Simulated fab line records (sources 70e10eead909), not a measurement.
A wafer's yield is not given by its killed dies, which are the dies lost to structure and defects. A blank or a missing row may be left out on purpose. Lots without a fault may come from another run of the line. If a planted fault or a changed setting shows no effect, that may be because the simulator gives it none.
A lot that was struck, set against a sound lot -- flow nand-harc -- 17 steps out of a route of 1159
Sound: the wafers L827.1, L827.2, L827.6. Wafers L839.1, L839.2, L839.3 were the ones struck. Last of all comes the cause.
Each step with rows lists, per side, the tool, then ch with its chambers, then its first start. Under that, the readings that differ: sound wafers -- struck wafers -- difference of the means -- sigmas: that difference in standard deviations of wafers without a fault.
alike: words and numbers the same on both sides, and readings whose means are apart by under 2 such deviations; not compared: readings that were withheld, readings missing a value for some wafer, numbers with overlapping values and no deviation given by the record, and bounds like >300 which may hide the same value.
The two part at a step that has a row with sigmas, a row that says differs or no value, or rows on one side only. Numbers that don't overlap but have no deviation are shown without sigmas and don't part them. A reading missing from all wafers of one side parts the sides only when that side holds two or more wafers.

NHARC_A_STAIRCASE_CMP_472: polishes SiO2.
  sound on cmp-01 ch 1,2, day 14 12:58; struck on cmp-01 ch 0,1,3, day 17 05:57
  alike: motor-current-A
then, 1 step without rows for these wafers: NHARC_A_STAIRCASE_SRD_474.
NHARC_A_STAIRCASE_INSPECT_155:
  sound on defect-inspect-01, day 14 13:18; struck on defect-inspect-01, day 17 06:16
  alike: raw-defect-count
NHARC_A_SGD_CUT_DEP_00: deposits SiNx, target thk 50 nm.
  sound on pecvd-03 ch 0,1,2, day 14 13:23; struck on pecvd-02 ch 0,1,2, day 17 06:20
  alike: heater-power-w
  not compared: since-wet-clean-h
then, 7 steps without rows for these wafers: NHARC_A_SGD_CUT_DEHYDRATE_01 (time 120 s); NHARC_A_SGD_CUT_HMDS_02 (time 30 s); NHARC_A_SGD_CUT_COAT_56 (time 75 s); NHARC_A_SGD_CUT_COAT_57 (time 65 s); NHARC_A_SGD_CUT_COAT_03 (resist thk 90 nm); NHARC_A_SGD_CUT_SOFTBAKE_04 (time 55 s); NHARC_A_SGD_CUT_EBR_05.
NHARC_A_SGD_CUT_EXPOSE_06: exposes mask SGD.
  sound on arfi-scanner-02 ch 0, day 14 13:59; struck on arfi-scanner-03 ch 0, day 17 06:47
reading,sound,struck,difference,sigmas
model.A_SGD_CUT.overlay-x-nm (nm),-1.64e-05 -1.64e-05 -1.64e-05,4.778 4.778 4.778,+4.778,
  alike: mask, reticle-temp-C
then, 2 steps without rows for these wafers: NHARC_A_SGD_CUT_PEB_07 (peb time 65 s); NHARC_A_SGD_CUT_DEVELOP_08 (develop time 35 s).
NHARC_A_SGD_CUT_CD_MEAS_09: target cd 100 nm.
  sound on cd-sem-01 ch 0, day 14 14:07; struck on cd-sem-01 ch 0, day 17 06:56
  alike: cd-nm
NHARC_A_SGD_CUT_OVL_MEAS_10:
  sound on overlay-02, day 14 14:13; struck on overlay-01, day 17 07:01
reading,sound,struck,difference,sigmas
overlay-x-nm (nm),-0.2 -0.1 0.1,4.5 4.2 4.5,+4.5,+6
  alike: overlay-y-nm
NHARC_A_SGD_CUT_INSPECT_11:
  sound on defect-inspect-02, day 14 14:14; struck on defect-inspect-01, day 17 07:04
  alike: raw-defect-count

WHERE THEY PART
Only at NHARC_A_SGD_CUT_OVL_MEAS_10, within this record. Later steps at which nothing parts them and some readings are alike: NHARC_A_SGD_CUT_INSPECT_11.

WHY: what had been put in by the simulator
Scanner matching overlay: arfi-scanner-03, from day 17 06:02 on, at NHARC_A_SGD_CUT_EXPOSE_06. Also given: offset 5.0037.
